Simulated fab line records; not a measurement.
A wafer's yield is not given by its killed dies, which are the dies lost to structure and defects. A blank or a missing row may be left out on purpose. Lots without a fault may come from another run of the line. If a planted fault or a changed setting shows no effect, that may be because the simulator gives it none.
Matching of chambers + flow nand-harc + rie-diel-13 running NHARC_A_BLC_STRIP_29: 4 sister chambers
The step strips in CF4. 14 wafers are shown with their chamber, then 7 later ones without.

WAFERS WITH THEIR CHAMBER
| wafer  | chamber | showerhead-plenum-p-Torr (Torr) | drypump-motor-current-A (A) | oes-product-au (a.u.) |
|--------|---------|---------------------------------|-----------------------------|-----------------------|
| L465.4 | 0       | 1.76                            | 5.8                         | 0.978                 |
| L465.5 | 3       | 1.81                            | 6.1                         | 0.994                 |
| L465.6 | 2       | 1.81                            | 5.7                         | 0.990                 |
| L468.1 | 0       | 1.76                            | 5.8                         | 0.996                 |
| L468.2 | 3       | 1.81                            | 6.1                         | 1.001                 |
| L468.6 | 2       | 1.80                            | 5.6                         | 0.995                 |
| L471.3 | 1       | 1.72                            | 5.6                         | 1.005                 |
| L471.5 | 3       | 1.81                            | 6.1                         | 1.002                 |
| L471.6 | 2       | 1.80                            | 5.6                         | 0.993                 |
| L475.1 | 2       | 1.80                            | 5.7                         | 0.995                 |
| L475.2 | 0       | 1.76                            | 5.8                         | 0.985                 |
| L475.3 | 3       | 1.81                            | 6.1                         | 0.994                 |
| L478.1 | 1       | 1.72                            | 5.6                         | 0.995                 |
| L478.5 | 0       | 1.76                            | 5.7                         | 0.993                 |

SIGNATURES, as means of the wafers listed above
| reading                  | chamber 0 | chamber 1 | chamber 2 | chamber 3 | scatter within a chamber |
|--------------------------|-----------|-----------|-----------|-----------|--------------------------|
| showerhead-plenum-p-Torr | 1.7600    | 1.7200    | 1.8025    | 1.8100    | 0.00274                  |
| drypump-motor-current-A  | 5.775     | 5.600     | 5.650     | 6.100     | 0.0418                   |
| oes-product-au           | 0.98800   | 1.00000   | 0.99325   | 0.99775   | 0.00567                  |
Rule: a wafer lies at a distance from a chamber equal to the root of the sum of squares, over the readings, of (its reading less the chamber's mean, divided by the reading's scatter). The wafer belongs to the nearest chamber; if the next one is less than 2 further off, it can't be placed. The scatter: take each reading less its chamber's mean, square it, sum over the shown wafers, divide by the number of wafers less the number of chambers, and take the root.

WAFERS WHOSE CHAMBER IS MISSING
| wafer  | showerhead-plenum-p-Torr (Torr) | drypump-motor-current-A (A) | oes-product-au (a.u.) |
|--------|---------------------------------|-----------------------------|-----------------------|
| L478.6 | 1.81                            | 6.1                         | 0.992                 |
| L479.1 | 1.72                            | 5.7                         | 0.994                 |
| L479.4 | 1.80                            | 6.1                         | 1.014                 |
| L479.6 | 1.76                            | 5.7                         | 0.997                 |
| L481.1 | 1.76                            | 5.7                         | 0.978                 |
| L481.3 | 1.80                            | 5.6                         | 0.977                 |
| L481.6 | 1.72                            | 5.6                         | 0.992                 |

CHAMBER TAKEN BY EACH
| wafer  | from the rows above | in truth |
|--------|---------------------|----------|
| L478.6 | 3                   | 3        |
| L479.1 | 1                   | 1        |
| L479.4 | 3                   | 3        |
| L479.6 | 0                   | 0        |
| L481.1 | 0                   | 0        |
| L481.3 | 2                   | 2        |
| L481.6 | 1                   | 1        |
7 of 7 placed correctly. Left unplaced by these rows: 0. Placed wrongly: 0.
